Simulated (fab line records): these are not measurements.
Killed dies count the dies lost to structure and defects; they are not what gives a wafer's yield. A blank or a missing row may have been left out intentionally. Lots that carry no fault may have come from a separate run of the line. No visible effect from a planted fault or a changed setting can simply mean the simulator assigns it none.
Chamber matching    flow nand harc    4 sister chambers for NHARC_A_M0_ETCH_34 on rie diel-12
The step etches the open film in N2/H2, target depth 40 nm, overetch 12 nm, time 43.94 s. 4 wafers are shown with their chamber, then 11 later ones without.

WAFERS PAIRED WITH THEIR CHAMBERS
wafer   chamber  drypump motor current A (A)
L086.6  2        5.3
L088.4  1        5.4
L088.5  0        5.9
L092.1  3        5.7

WAFERS WITH NO CHAMBER GIVEN
wafer   drypump motor current A (A)
L092.4  5.9
L092.5  5.4
L090.1  5.8
L090.4  5.4
L090.5  5.9
L095.2  5.9
L095.3  5.7
L095.6  5.9
L096.1  5.3
L096.5  5.7
L096.6  5.9

WHICH CHAMBER EACH ONE RAN IN
wafer    from the rows above       in truth
L092.4   0                         0
L092.5   1                         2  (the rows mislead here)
L090.1   can't be placed: 3 or 0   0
L090.4   1                         1
L090.5   0                         0
L095.2   0                         0
L095.3   3                         3
L095.6   0                         0
L096.1   2                         2
L096.5   3                         3
L096.6   0                         0
Correctly placed: 9 of 11. Unplaceable from these rows: 1, with the true chamber sitting among the candidates in 1. Number placed wrongly: 1.
How it was worked out, from the rows above alone: a wafer's distance from a chamber is the root of the sum, over the readings, of the square of ((its reading less the chamber's mean) divided by the reading's scatter). The wafer belongs to the nearest chamber; if the next one is less than 2 further off, it can't be placed. The mean given for a chamber averages the wafers shown for that chamber. The scatter: with one shown wafer a chamber, the root of the mean of the squares of how far each hidden wafer lies from its nearest shown one.
